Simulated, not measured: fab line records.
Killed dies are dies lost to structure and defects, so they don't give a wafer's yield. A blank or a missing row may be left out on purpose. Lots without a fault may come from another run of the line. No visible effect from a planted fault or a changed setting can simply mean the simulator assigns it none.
A lot that was struck, set against a sound lot -- flow nand-harc -- 15 steps out of a route of 1302
Sound: wafers L853.3, L853.4, L853.6. The struck wafers were L856.1, L856.3, L856.6. The cause is named last.
For every step that has rows: the tool of each side, followed by ch and its chambers, followed by its first start. Under that, the readings that differ: sound wafers -- struck wafers -- difference of the means -- sigmas: that difference in standard deviations of wafers without a fault.
alike: a reading whose means differ by less than 2 such deviations, as well as words and numbers matching on both sides. not compared: withheld readings; readings where some wafer has no value; bounds like >300 that might hide an equal value; numbers whose values overlap and for which the record gives no deviation.
A row with sigmas, a row that says differs or no value, or rows on one side alone: a step with any of these is where the two part. When numbers do not overlap yet have no deviation, they are printed without sigmas and do not part them. Lack of a reading on every wafer of one side parts them only where that side has two or more wafers.

NHARC_A_SLIT_INSPECT_11:
  sound on defect-inspect-02, day 20 22:47; struck on defect-inspect-01, day 23 23:41
  alike: raw-defect-count
NHARC_A_SLIT_DESCUM_14: chemistry O2, time 3 s.
  sound on rie-diel-01 ch 0,3, day 20 22:51; struck on rie-diel-06 ch 2,3, day 23 23:45
  alike: drypump-motor-current-A, oes-product-au, rf-vpp-V, showerhead-plenum-p-Torr, throttle-valve-pct
  not compared: rf-hours-counter-h
then, 1 step without rows for these wafers: NHARC_A_SLIT_ETCH_24 (etches the open film in CF4/CHF3, target depth 121 nm, time 60.5 s).
NHARC_A_SLIT_ETCH_15: etches the open film in O2/COS, target depth 6200 nm, time 1612 s.
  sound on rie-diel-01 ch 1,2,3; struck on rie-diel-06 ch 1,2
  alike: drypump-motor-current-A, oes-product-au, rf-vpp-V, showerhead-plenum-p-Torr, throttle-valve-pct
  not compared: rf-hours-counter-h
NHARC_A_SLIT_ETCH_17: etches the open film in C4F8/O2/Ar, time 4254.5 s, target depth 20300 nm.
  sound on har-etch-01 ch 0,1, day 21 04:57; struck on har-etch-02 ch 0,1, day 24 02:31
  alike: drypump-motor-current-A, showerhead-plenum-p-Torr, throttle-valve-pct
  not compared: rf-hours-counter-h
then, 2 steps without rows for these wafers: NHARC_A_SLIT_ETCH_26 (etches the open film in C4F8/O2/Ar, time 90 s, target depth 400 nm); NHARC_A_SLIT_STRIP_28 (strips in O2/COS).
NHARC_A_SLIT_ETCH_29: etches the open film in CF4/O2, target depth 100 nm, overetch 10 nm, time 55 s.
  sound on rie-diel-12 ch 2,3, day 21 08:16; struck on rie-diel-12 ch 2,3, day 24 06:25
  alike: drypump-motor-current-A, oes-product-au, rf-vpp-V, showerhead-plenum-p-Torr, throttle-valve-pct
  not compared: rf-hours-counter-h
NHARC_A_SLIT_STRIP_18: strips in O2.
  sound on rie-diel-12 ch 0,1,3; struck on rie-diel-12 ch 1,2
  alike: drypump-motor-current-A, oes-product-au, rf-vpp-V, showerhead-plenum-p-Torr, throttle-valve-pct
  not compared: rf-hours-counter-h
then, 2 steps without rows for these wafers: NHARC_A_SLIT_PRECLEAN_19 (cleans in SC1); NHARC_A_SLIT_SRD_20.
NHARC_A_SLIT_CD_MEAS_21:
  sound on cd-sem-02, day 21 08:47; struck on cd-sem-01, day 24 06:56
  alike: cd-nm
NHARC_A_SIN_REMOVE_WET_00: chemistry H3PO4, time 15300 s.
  sound on wet-h3po4-01 ch 0, day 21 10:28; struck on wet-h3po4-02 ch 0, day 24 08:37
  no value came back on the struck wafers for bath-guard-temp-C (C), bath-heat-duty-pct (%); on the sound wafers bath-guard-temp-C (C) reads 159.6 159.6 159.9
then, 2 steps without rows for these wafers: NHARC_A_SIN_REMOVE_PRECLEAN_01 (cleans in SC1); NHARC_END_SORT_01.

## WHERE THEY PART
At NHARC_A_SIN_REMOVE_WET_00 and nowhere else, as far as this record goes.

WHY: what had been put in by the simulator
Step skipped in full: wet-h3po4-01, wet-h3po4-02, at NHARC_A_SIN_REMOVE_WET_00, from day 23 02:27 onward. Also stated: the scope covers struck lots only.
